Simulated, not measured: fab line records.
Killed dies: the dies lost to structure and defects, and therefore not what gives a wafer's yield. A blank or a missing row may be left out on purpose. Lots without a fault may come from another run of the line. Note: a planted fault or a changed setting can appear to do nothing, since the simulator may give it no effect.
Shared-tool check -- flow nand_harc -- 33 wafers sampled across 11 lots

== WHY THIS WAS OPENED ==
At NHARC_P_M0_THK_MEAS_24 the reading thk_nm is flagged on 3 of 11 lots. Fault-free wafers read 117.5 nm, with a standard deviation of 1.3.
Rule: a lot is flagged when every wafer of it that has a number lies more than 4 standard deviations from that mean, or none has a number. As for the other lots, they are considered sound.

lot,measured,on,"thk_nm (nm), wafer by wafer",flag
L838,day 6 12:46,film_metro-01,117.1 116.3 118.9,
L839,day 6 14:19,film_metro-01,118.5 116.5 116.1,
L840,day 6 14:31,film_metro-01,120.5 117.8 117.1,
L843,day 7 08:41,film_metro-02,117.7 119.3 118.9,
L846,day 7 23:26,film_metro-01,114.6 116.5 118.5,
L847,day 8 14:35,film_metro-01,116.5 118.4 118.4,
L849,day 9 04:37,film_metro-01,116.4 117.6 116.5,
L850,day 9 05:24,film_metro-01,29.3 28.7 28.7,FLAGGED
L851,day 9 10:44,film_metro-01,30.7 29.7 31.3,FLAGGED
L852,day 9 15:40,film_metro-02,31.1 31.2 31.0,FLAGGED
L860,day 11 10:40,film_metro-01,116.5 116.5 116.6,
Average over the flagged lots: 30.2 nm; offset from the usual -87.3 nm, equal to -67 standard deviations.

== WHICH TOOL RAN EACH LOT ==
The record holds 4 process steps before the reading, out of a route of 1159 steps. Each cell gives the tool, then ch followed by the chambers the sampled wafers passed through, then the start.
lot,flag,NHARC_P_M0_ETCH_15,NHARC_P_M0_PVD_20,NHARC_P_M0_ECD_22,NHARC_P_M0_CMP_23
L838,,"rie_diel-13 ch 1,2,3, day 6 11:46 or earlier","pvd_sputter-02, day 6 11:46 or earlier","ecd_cu-02 ch 0, day 6 11:46","cmp-03 ch 0,2, day 6 12:26"
L839,,"rie_diel-05 ch 0,1,2, day 6 12:52 or earlier","pvd_sputter-01, day 6 12:52 or earlier","ecd_cu-01 ch 1, day 6 12:52","cmp-03 ch 1,2, day 6 14:00"
L840,,"rie_diel-13 ch 1,2, day 6 13:04 or earlier","pvd_sputter-03, day 6 13:04 or earlier","ecd_cu-02 ch 0,1, day 6 13:04","cmp-04 ch 1,2,3, day 6 14:16"
L843,,"rie_diel-05 ch 0,1,3, day 7 07:35 or earlier","pvd_sputter-01, day 7 07:35 or earlier","ecd_cu-01 ch 0,1, day 7 07:35","cmp-04 ch 0,3, day 7 08:22"
L846,,"rie_diel-10 ch 0,3, day 7 22:26 or earlier","pvd_sputter-02, day 7 22:26 or earlier","ecd_cu-01 ch 0,1, day 7 22:26","cmp-04 ch 0,1,2, day 7 23:07"
L847,,"rie_diel-05 ch 0,2, day 8 13:32 or earlier","pvd_sputter-01, day 8 13:32 or earlier","ecd_cu-01 ch 0,1, day 8 13:32","cmp-04 ch 0,1,3, day 8 14:17"
L849,,"rie_diel-05 ch 0,1,2, day 9 03:34 or earlier","pvd_sputter-03, day 9 03:34 or earlier","ecd_cu-02 ch 0,1, day 9 03:34","cmp-04 ch 0,1,3, day 9 04:19"
L850,FLAGGED,"rie_diel-13 ch 2,3, day 9 04:11 or earlier","pvd_sputter-03, day 9 04:11 or earlier","ecd_cu-02 ch 0, day 9 04:11","cmp-01 ch 1,2, day 9 05:05"
L851,FLAGGED,"rie_diel-13 ch 1,3, day 9 09:42 or earlier","pvd_sputter-01, day 9 09:42 or earlier","ecd_cu-02 ch 0,1, day 9 09:42","cmp-03 ch 0,2,3, day 9 10:28"
L852,FLAGGED,"rie_diel-10 ch 0,1,3, day 9 14:37 or earlier","pvd_sputter-03, day 9 14:37 or earlier","ecd_cu-01 ch 0,1, day 9 14:37","cmp-03 ch 1,2,3, day 9 15:22"
L860,,"rie_diel-10 ch 0,2,3, day 11 09:37 or earlier","pvd_sputter-01, day 11 09:37 or earlier","ecd_cu-02 ch 0, day 11 09:37","cmp-01 ch 2,3, day 11 10:21"
What is done by these steps:
- NHARC_P_M0_ETCH_15: etches the open film in C4F8/Ar, target depth 150 nm, overetch 15 nm, time 82.5 s.
- NHARC_P_M0_PVD_20: deposits TaN, target thk 5 nm, time 8.06 s.
- NHARC_P_M0_ECD_22: material Cu, target thk 400 nm.
- NHARC_P_M0_CMP_23: polishes, t overpolish 20 s, target thk 117.53 nm.
- NHARC_P_M0_THK_MEAS_24: measures by xrf.

== FLAGGED OVER TOTAL, TOOL BY TOOL (the gauges that took the reading come last) ==
step,tool,lots run,flagged,share of the flagged lots,sound lots run after its first flagged lot
NHARC_P_M0_ETCH_15,rie_diel-05,4,0,none,-
NHARC_P_M0_ETCH_15,rie_diel-10,3,1,some,1 (L860)
NHARC_P_M0_ETCH_15,rie_diel-13,4,2,some,0
NHARC_P_M0_PVD_20,pvd_sputter-01,5,1,some,1 (L860)
NHARC_P_M0_PVD_20,pvd_sputter-02,2,0,none,-
NHARC_P_M0_PVD_20,pvd_sputter-03,4,2,some,0
NHARC_P_M0_ECD_22,ecd_cu-01,5,1,some,0
NHARC_P_M0_ECD_22,ecd_cu-02,6,2,some,1 (L860)
NHARC_P_M0_CMP_23,cmp-01,2,1,some,1 (L860)
NHARC_P_M0_CMP_23,cmp-03,4,2,some,0
NHARC_P_M0_CMP_23,cmp-04,5,0,none,-
NHARC_P_M0_THK_MEAS_24,film_metro-01,9,2,some,1 (L860)
NHARC_P_M0_THK_MEAS_24,film_metro-02,2,1,some,0
NHARC_P_M0_ETCH_15: start missing for some lots; hours and lot order therefore follow NHARC_P_M0_ECD_22. NHARC_P_M0_PVD_20: start missing for some lots; hours and lot order therefore follow NHARC_P_M0_ECD_22.

== THE TABLE: WHAT IT ALLOWS ==
No row of the table ran every flagged lot.

== WHAT WAS PUT IN BY THE SIMULATOR ==
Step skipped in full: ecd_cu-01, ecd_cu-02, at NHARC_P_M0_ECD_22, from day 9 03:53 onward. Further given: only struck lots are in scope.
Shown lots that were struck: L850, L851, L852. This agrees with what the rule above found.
